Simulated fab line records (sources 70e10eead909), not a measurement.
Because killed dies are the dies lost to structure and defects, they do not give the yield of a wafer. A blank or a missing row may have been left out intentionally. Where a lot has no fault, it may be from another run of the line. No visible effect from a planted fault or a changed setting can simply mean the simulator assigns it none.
One fault seen from 3 desks | flow nand harc | only its own numbers are on each desk; what lay behind them is given at the end

== THE DEFECT DESK ==
What the inspections along the route counted, lot by lot: means of the sampled wafers that have a number. If a lot's mean is further than 4 standard deviations from the usual mean, the lot is out of limits and carries the mark OUT (the distance appears in the brackets).
Columns: A = raw defect count at NHARC_A_CHANNEL_HOLE_D1_INSPECT_12, usual 5.1
lot  | first seen here | A
L723 | day 8 19:29     | 5.0
L724 | day 9 06:15     | 6.0
L725 | day 9 13:34     | 3.0
L727 | day 9 23:02     | 6.7
L726 | day 10 00:50    | 4.3
L735 | day 13 04:49    | 6.7
L737 | day 14 10:01    | 6.0
L736 | day 14 11:59    | 6.3
L739 | day 14 23:03    | 3.0
L740 | day 15 10:14    | 5.7
L741 | day 15 20:15    | 6.3
L746 | day 18 09:19    | 6.7
This desk's finding: nothing out of limits on any of the 12 lots.

== METROLOGY DESK ==
Means of the sampled wafers that have a number, per lot and without regard to the tool the lot ran on: this is what the gauges read. If a lot's mean is further than 4 standard deviations from the usual mean, the lot is out of limits and carries the mark OUT (the distance appears in the brackets).
Columns: A = thk nm at NHARC_A_ONON_D1_THK_MEAS_08, usual 1001 nm; B = cd nm at NHARC_A_CHANNEL_HOLE_D1_CD_MEAS_10, usual 100.0 nm
lot  | first seen here | A    | B
L723 | day 8 01:45     | 998  | 99.7
L724 | day 8 07:48     | 1014 | 99.3
L725 | day 8 15:24     | 1005 | 100.1
L726 | day 9 03:14     | 1002 | 99.5
L727 | day 9 03:22     | 996  | 99.5
L735 | day 12 12:59    | 1002 | 101.8 (+4.6) OUT
L737 | day 13 18:50    | 1000 | 100.0
L736 | day 13 18:52    | 999  | 101.2
L739 | day 14 08:35    | 998  | 100.1
L740 | day 14 18:08    | 994  | 99.8
L741 | day 15 03:09    | 1004 | 100.4
L746 | day 17 11:04    | 998  | 100.1
Finding of this desk: L735 out of limits; the first was L735 at day 13 04:41, on cd nm at NHARC_A_CHANNEL_HOLE_D1_CD_MEAS_10. Within limits: L723, L724, L725, L726, L727, L737, L736, L739, L740, L741, L746.

== TOOL OWNER'S DESK, arfi scanner-01 ==
The tool's own readings at NHARC_A_CHANNEL_HOLE_D1_EXPOSE_07 (exposes mask HOLE D1, target cd 100 nm): means of the sampled wafers that have a number, for each lot that ran on this tool. If a lot's mean is further than 4 standard deviations from the usual mean, the lot is out of limits and carries the mark OUT (the distance appears in the brackets).
Columns: A = exposure dose mJ cm2 at NHARC_A_CHANNEL_HOLE_D1_EXPOSE_07, usual 59.76
lot  | first seen here | A
L725 | day 9 13:18     | 60.19
L735 | day 13 04:33    | 62.06 (+7.9) OUT
L736 | day 14 11:44    | 61.71 (+6.7) OUT
Finding of this desk: L735, L736 out of limits; the first was L735 at day 13 04:33, on exposure dose mJ cm2 at NHARC_A_CHANNEL_HOLE_D1_EXPOSE_07. Within limits: L725.

== PUT TOGETHER ==
At day 13 04:33, on L735, L736, the tool owner's desk was in a position to raise an alarm.
The metrology desk could have raised an alarm at day 13 04:41, on L735.
Nothing the defect desk looked at was out of limits.
The defect desk has L735, L736 on record, within its limits.
The metrology desk has L736 on record, within its limits.
The lots listed all ran NHARC_A_CHANNEL_HOLE_D1_EXPOSE_07 on arfi scanner-01.

== WHAT THE SIMULATOR HAD INSERTED ==
Process parameter drift: arfi scanner-01, from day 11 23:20 on, at NHARC_A_CHANNEL_HOLE_D1_EXPOSE_07. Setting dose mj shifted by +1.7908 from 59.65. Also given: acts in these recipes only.
Struck lots among those shown: L735, L736.
Hours from the fault's start to each desk's first reading out of limits: the tool owner's desk, 29; the metrology desk, 29.
